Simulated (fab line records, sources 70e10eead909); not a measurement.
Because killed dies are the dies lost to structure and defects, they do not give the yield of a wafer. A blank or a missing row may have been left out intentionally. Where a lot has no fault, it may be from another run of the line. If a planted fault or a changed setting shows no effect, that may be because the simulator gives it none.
Matching of chambers :: flow nand_harc :: 3 sister chambers for NHARC_A_STAIRCASE_ETCH_190 on rie_diel-13
The step etches the open film in C4F8/O2, target depth 100 nm, time 40.5 s. 14 wafers are shown with their chamber, then 6 later ones without.

== WAFERS PAIRED WITH THEIR CHAMBERS ==
wafer: L321.4
chamber: 0
rf_vpp_V (V): 896
chamber_pressure_mTorr (mTorr): 24.988
bias_w (W): 1002.3

wafer: L321.5
chamber: 1
rf_vpp_V (V): 905
chamber_pressure_mTorr (mTorr): 25.031
bias_w (W): 999.6

wafer: L321.6
chamber: 2
rf_vpp_V (V): 890
chamber_pressure_mTorr (mTorr): 24.964
bias_w (W): 1000.3

wafer: L334.2
chamber: 2
rf_vpp_V (V): 889
chamber_pressure_mTorr (mTorr): 25.015
bias_w (W): 999.0

wafer: L334.4
chamber: 0
rf_vpp_V (V): 895
chamber_pressure_mTorr (mTorr): 25.024
bias_w (W): 1001.0

wafer: L334.5
chamber: 1
rf_vpp_V (V): 905
chamber_pressure_mTorr (mTorr): 24.974
bias_w (W): 998.5

wafer: L337.1
chamber: 0
rf_vpp_V (V): 894
chamber_pressure_mTorr (mTorr): 25.008
bias_w (W): 1002.8

wafer: L337.2
chamber: 1
rf_vpp_V (V): 903
chamber_pressure_mTorr (mTorr): 25.051
bias_w (W): 998.7

wafer: L337.4
chamber: 2
rf_vpp_V (V): 890
chamber_pressure_mTorr (mTorr): 24.969
bias_w (W): 1004.6

wafer: L338.2
chamber: 2
rf_vpp_V (V): 889
chamber_pressure_mTorr (mTorr): 24.982
bias_w (W): 1000.8

wafer: L338.4
chamber: 0
rf_vpp_V (V): 894
chamber_pressure_mTorr (mTorr): 24.989
bias_w (W): 1001.3

wafer: L338.6
chamber: 0
rf_vpp_V (V): 894
chamber_pressure_mTorr (mTorr): 25.032
bias_w (W): 998.0

wafer: L341.2
chamber: 0
rf_vpp_V (V): 895
chamber_pressure_mTorr (mTorr): 25.011
bias_w (W): 999.4

wafer: L341.3
chamber: 2
rf_vpp_V (V): 890
chamber_pressure_mTorr (mTorr): 24.983
bias_w (W): 995.8

SIGNATURES (means of the wafers above)
reading: rf_vpp_V
chamber 0: 894.67
chamber 1: 904.33
chamber 2: 889.60
scatter within a chamber: 0.809

reading: chamber_pressure_mTorr
chamber 0: 25.00867
chamber 1: 25.01867
chamber 2: 24.98260
scatter within a chamber: 0.0241

reading: bias_w
chamber 0: 1000.800
chamber 1: 998.933
chamber 2: 1000.100
scatter within a chamber: 2.29
Rule: distance of a wafer from a chamber = root of the sum over the readings of ((wafer's reading minus chamber's mean) / reading's scatter) squared. If the next closest chamber is less than 2 further off than the closest, the wafer can't be placed; otherwise it belongs to the closest. How the scatter is found: for the shown wafers, subtract from each reading the mean of its chamber, square and add these, divide the total by (wafers less chambers), then take the root.

== WAFERS WHOSE CHAMBER IS MISSING ==
wafer: L341.5
rf_vpp_V (V): 895
chamber_pressure_mTorr (mTorr): 25.040
bias_w (W): 1002.7

wafer: L340.3
rf_vpp_V (V): 889
chamber_pressure_mTorr (mTorr): 25.011
bias_w (W): 997.3

wafer: L340.5
rf_vpp_V (V): 894
chamber_pressure_mTorr (mTorr): 25.023
bias_w (W): 1003.3

wafer: L342.2
rf_vpp_V (V): 888
chamber_pressure_mTorr (mTorr): 25.013
bias_w (W): 999.9

wafer: L342.3
rf_vpp_V (V): 903
chamber_pressure_mTorr (mTorr): 25.030
bias_w (W): 997.9

wafer: L342.5
rf_vpp_V (V): 890
chamber_pressure_mTorr (mTorr): 24.978
bias_w (W): 1001.4

== EACH ONE'S CHAMBER ==
wafer: L341.5
from the rows above: 0
in truth: 0

wafer: L340.3
from the rows above: 2
in truth: 2

wafer: L340.5
from the rows above: 0
in truth: 0

wafer: L342.2
from the rows above: 2
in truth: 2

wafer: L342.3
from the rows above: 1
in truth: 1

wafer: L342.5
from the rows above: 2
in truth: 2
Correctly placed: 6 of 6. Can't be placed from these rows: 0. 0 placed wrongly.
